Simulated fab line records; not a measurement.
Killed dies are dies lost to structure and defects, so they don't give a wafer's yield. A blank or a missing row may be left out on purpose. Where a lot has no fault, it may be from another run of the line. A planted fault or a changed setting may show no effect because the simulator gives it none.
Comparing a struck lot with a sound one || flow n5-finfet || 16 out of 1938 route steps
Sound: the wafers L829.2, L829.4, L829.5. Wafers struck: L840.2, L840.3, L840.6. The cause is named last.
Per side, at each step with rows, come the tool, then ch with its chambers, and then its first start. Under that, the readings that differ: sound wafers || struck wafers || difference of the means || sigmas: that difference in standard deviations of wafers without a fault.
alike: readings whose means differ by less than 2 such deviations, and words and numbers that are the same on both sides. not compared: withheld readings, readings that some wafer has no value for, bounds like >300 that may hide the same value, and numbers for which the record gives no deviation and whose values overlap.
Wherever a step has rows on one side only, a row that says differs or no value, or a row with sigmas, the two part there. Numbers that have no deviation but don't overlap get no sigmas and don't part them. A reading missing from all wafers of one side parts the sides only when that side holds two or more wafers.

N5_BEOL_M3_SURFACE_TREAT_85:
  sound on pvd-sputter-02 at day 8 12:08; struck on pvd-sputter-02 at day 11 13:38
  not compared: throttle-valve-pct
then, 2 steps without rows for these wafers: N5_BEOL_M3_CVD_47 (deposits Co from CCTBA/H2, target thk 3 nm, time 223.8 s); N5_BEOL_M3_SPUTTER_48 (material Cu, target thk 4.5 nm, time 8.29 s).
N5_BEOL_M3_ANNEAL_49: time 240 s.
  sound on pvd-sputter-02 at day 8 12:26; struck on pvd-sputter-02 at day 11 14:03
  alike: heater-power-w
then, 1 step without rows for these wafers: N5_BEOL_M3_SPUTTER_79 (material Cu, target thk 4.5 nm, time 8.29 s).
N5_BEOL_M3_ANNEAL_80: time 240 s.
  sound on pvd-sputter-02 at day 8 12:39; struck on pvd-sputter-02 at day 11 14:16
  alike: heater-power-w
then, 1 step without rows for these wafers: N5_BEOL_M3_SPUTTER_81 (material Cu, target thk 4.5 nm, time 8.29 s).
N5_BEOL_M3_ANNEAL_82: time 240 s.
  sound on pvd-sputter-02 at day 8 12:52; struck on pvd-sputter-02 at day 11 14:29
  alike: heater-power-w
N5_BEOL_M3_SPUTTER_86: material Cu, target thk 4.5 nm, time 8.29 s.
  sound on pvd-sputter-02 at day 8 13:01; struck on pvd-sputter-02 at day 11 14:38
  alike: chamber-pressure-pa, chuck-gas-flow-sccm, throttle-valve-pct
then, 3 steps without rows for these wafers: N5_BEOL_M3_ANNEAL_87 (time 240 s); N5_BEOL_M3_SPUTTER_88 (material Cu, target thk 4.5 nm, time 8.29 s); N5_BEOL_M3_ANNEAL_89 (time 240 s).
N5_BEOL_M3_SPUTTER_90: material Cu, target thk 4.5 nm, time 8.29 s.
  sound on pvd-sputter-02 at day 8 13:27; struck on pvd-sputter-02 at day 11 15:04
  no value came back on the struck wafers for chamber-pressure-pa (Pa), chuck-gas-flow-sccm (sccm), throttle-valve-pct (%); on the sound wafers chamber-pressure-pa (Pa) reads 0.07005 0.06979 0.06971
then, 1 step without rows for these wafers: N5_BEOL_M3_ANNEAL_91 (time 240 s).
N5_BEOL_M4_RC_MEAS_101:
  sound on prober-01 ch 0, day 9 03:20; struck on prober-02 ch 0, day 12 03:47
  alike: DIBL_N, DIBL_P, IOFF_N, IOFF_P, ION_N, ION_P, SS_N, SS_P, VT_N, VT_P
-- record jumps: 5 days separate the struck wafers' starts on either side; left off in module BEOL_M4, taken up again in module PASSIVATION, whose first shown step is the route's number 1936 --
N5_PASSIVATION_PROBE_49:
  rows exist in the record for the struck wafers here (prober-02, day 17 02:30), but not for the sound ones

WHERE THEY PART
First at N5_BEOL_M3_SPUTTER_90; last, within this record, at N5_PASSIVATION_PROBE_49.

WHY: what the simulator had put in
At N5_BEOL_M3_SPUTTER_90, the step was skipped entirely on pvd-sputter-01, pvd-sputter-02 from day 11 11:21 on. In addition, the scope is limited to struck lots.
